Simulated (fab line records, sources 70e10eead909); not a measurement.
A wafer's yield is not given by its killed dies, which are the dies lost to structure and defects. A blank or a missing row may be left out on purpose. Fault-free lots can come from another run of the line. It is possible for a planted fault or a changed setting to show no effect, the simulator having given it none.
Which tool did it?    flow nand_harc    33 wafers sampled from 11 lots at 1 step of a route of 1302

## WHAT THE GAUGES READ, wafer by wafer
NHARC_A_CHANNEL_HOLE_D2_OVL_MEAS_11. Usual: overlay_x_nm 0.1 nm, standard deviation 0.97; overlay_y_nm 0.0 nm, standard deviation 0.64.
lot   measured      on          overlay_x_nm (nm)  overlay_y_nm (nm)  flag
L938  day 13 00:06  overlay-02  0.3 1.0 0.2        0.4 0.0 1.1        
L941  day 14 09:58  overlay-01  -1.6 -0.8 -1.6     0.7 1.2 0.6        
L940  day 14 10:41  overlay-02  0.8 0.4 0.6        -0.9 -0.7 -0.6     
L943  day 14 20:25  overlay-02  -0.8 -0.8 -0.4     -0.4 -0.5 -0.3     
L945  day 16 05:44  overlay-02  0.8 0.6 0.5        1.4 0.8 1.3        
L948  day 17 06:23  overlay-01  0.3 0.7 0.3        -0.2 0.0 -0.2      
L949  day 17 08:08  overlay-02  -0.7 0.0 -0.6      -0.7 -0.5 -0.3     
L956  day 20 08:35  overlay-02  -0.3 0.0 0.0       -0.8 -0.2 -0.5     
L957  day 21 04:50  overlay-01  -0.5 -0.5 -0.3     0.8 0.8 0.7        
L960  day 22 10:10  overlay-01  0.2 0.3 1.0        0.0 0.6 0.7        
L961  day 22 22:07  overlay-01  0.2 -0.5 0.4       0.7 -0.2 0.0       

## WHICH TOOL RAN EACH LOT (tool, then ch and the chambers of the sampled wafers, then the start)
There is no process step in the record ahead of these readings.

## WHAT THE TOOLS THEMSELVES READ (means of the sampled wafers that have a number; where no wafer has one, the mark that the record gives instead)
The record holds no such reading with a usual standard deviation.

## THE ANSWER, worked out from the rows above alone
Rule: a lot is off if the mean of its wafers that have a number lies more than 3 standard deviations from the usual mean. A lot without any number at a reading at which 4 lots or more have one is off too. Where the step has rows for the other lots, those lots are counted as sound. Order of review: gauges by route order, followed by the tools' own readings, for which a lot's mean as printed above is used. The first step at which some lot is off is used, and at that step the reading that is off furthest; a lot without a number counts as furthest.
No lot is off at any reading shown: from this, nothing can be told.

## WHAT HAD BEEN PUT IN BY THE SIMULATOR
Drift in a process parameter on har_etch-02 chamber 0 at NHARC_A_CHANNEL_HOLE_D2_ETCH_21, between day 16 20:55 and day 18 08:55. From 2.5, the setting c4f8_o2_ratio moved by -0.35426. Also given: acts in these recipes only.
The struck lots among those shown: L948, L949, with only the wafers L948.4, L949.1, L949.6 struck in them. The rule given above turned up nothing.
